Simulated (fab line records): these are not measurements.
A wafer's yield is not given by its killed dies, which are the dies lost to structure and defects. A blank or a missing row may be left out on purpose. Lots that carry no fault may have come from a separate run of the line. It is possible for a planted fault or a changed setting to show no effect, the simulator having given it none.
Matching of chambers / flow nandHarc / 4 sister chambers for NHARC_A_SGD_CUT_DESCUM_14 on rieDiel-08
The step chemistry O2, time 3 s. 14 wafers are shown with their chamber, then 7 later ones without.

## WAFERS WITH THEIR CHAMBER
wafer=L076.1; chamber=0; drypumpMotorCurrentA (A)=5.94; showerheadPlenumPTorr (Torr)=1.85; oesProductAu (a.u.)=0.990
wafer=L076.3; chamber=3; drypumpMotorCurrentA (A)=5.49; showerheadPlenumPTorr (Torr)=1.86; oesProductAu (a.u.)=1.003
wafer=L076.6; chamber=1; drypumpMotorCurrentA (A)=5.84; showerheadPlenumPTorr (Torr)=1.89; oesProductAu (a.u.)=0.996
wafer=L077.1; chamber=1; drypumpMotorCurrentA (A)=5.85; showerheadPlenumPTorr (Torr)=1.88; oesProductAu (a.u.)=0.993
wafer=L077.2; chamber=0; drypumpMotorCurrentA (A)=5.92; showerheadPlenumPTorr (Torr)=1.85; oesProductAu (a.u.)=0.993
wafer=L077.5; chamber=3; drypumpMotorCurrentA (A)=5.52; showerheadPlenumPTorr (Torr)=1.86; oesProductAu (a.u.)=0.998
wafer=L082.2; chamber=3; drypumpMotorCurrentA (A)=5.50; showerheadPlenumPTorr (Torr)=1.86; oesProductAu (a.u.)=0.999
wafer=L082.4; chamber=2; drypumpMotorCurrentA (A)=6.22; showerheadPlenumPTorr (Torr)=1.80; oesProductAu (a.u.)=0.976
wafer=L082.6; chamber=3; drypumpMotorCurrentA (A)=5.52; showerheadPlenumPTorr (Torr)=1.86; oesProductAu (a.u.)=0.999
wafer=L086.2; chamber=2; drypumpMotorCurrentA (A)=6.20; showerheadPlenumPTorr (Torr)=1.80; oesProductAu (a.u.)=0.980
wafer=L086.4; chamber=1; drypumpMotorCurrentA (A)=5.85; showerheadPlenumPTorr (Torr)=1.88; oesProductAu (a.u.)=0.992
wafer=L086.6; chamber=3; drypumpMotorCurrentA (A)=5.49; showerheadPlenumPTorr (Torr)=1.86; oesProductAu (a.u.)=1.005
wafer=L089.2; chamber=0; drypumpMotorCurrentA (A)=5.94; showerheadPlenumPTorr (Torr)=1.85; oesProductAu (a.u.)=0.995
wafer=L089.4; chamber=3; drypumpMotorCurrentA (A)=5.51; showerheadPlenumPTorr (Torr)=1.86; oesProductAu (a.u.)=0.978

SIGNATURES, as means of the wafers listed above
reading=drypumpMotorCurrentA; chamber 0=5.9333; chamber 1=5.8467; chamber 2=6.2100; chamber 3=5.5050; scatter within a chamber=0.0122
reading=showerheadPlenumPTorr; chamber 0=1.8500; chamber 1=1.8833; chamber 2=1.8000; chamber 3=1.8600; scatter within a chamber=0.00258
reading=oesProductAu; chamber 0=0.99267; chamber 1=0.99367; chamber 2=0.97800; chamber 3=0.99700; scatter within a chamber=0.00707
Rule: a wafer lies at a distance from a chamber equal to the root of the sum of squares, over the readings, of (its reading less the chamber's mean, divided by the reading's scatter). The wafer belongs to the nearest chamber; if the next one is less than 2 further off, it can't be placed. How the scatter is found: for the shown wafers, subtract from each reading the mean of its chamber, square and add these, divide the total by (wafers less chambers), then take the root.

## WAFERS WHOSE CHAMBER IS MISSING
wafer=L089.5; drypumpMotorCurrentA (A)=5.85; showerheadPlenumPTorr (Torr)=1.88; oesProductAu (a.u.)=0.991
wafer=L095.1; drypumpMotorCurrentA (A)=5.86; showerheadPlenumPTorr (Torr)=1.88; oesProductAu (a.u.)=0.996
wafer=L095.4; drypumpMotorCurrentA (A)=6.20; showerheadPlenumPTorr (Torr)=1.80; oesProductAu (a.u.)=0.989
wafer=L095.5; drypumpMotorCurrentA (A)=5.95; showerheadPlenumPTorr (Torr)=1.85; oesProductAu (a.u.)=1.003
wafer=L097.1; drypumpMotorCurrentA (A)=6.22; showerheadPlenumPTorr (Torr)=1.80; oesProductAu (a.u.)=0.999
wafer=L097.3; drypumpMotorCurrentA (A)=5.85; showerheadPlenumPTorr (Torr)=1.88; oesProductAu (a.u.)=0.979
wafer=L097.4; drypumpMotorCurrentA (A)=5.52; showerheadPlenumPTorr (Torr)=1.86; oesProductAu (a.u.)=0.988

## WHICH CHAMBER EACH WENT THROUGH
wafer=L089.5; from the rows above=1; in truth=1
wafer=L095.1; from the rows above=1; in truth=1
wafer=L095.4; from the rows above=2; in truth=2
wafer=L095.5; from the rows above=0; in truth=0
wafer=L097.1; from the rows above=2; in truth=2
wafer=L097.3; from the rows above=1; in truth=1
wafer=L097.4; from the rows above=3; in truth=3
Placed correctly: 7 of 7. Not placeable from these rows: 0. Number placed wrongly: 0.
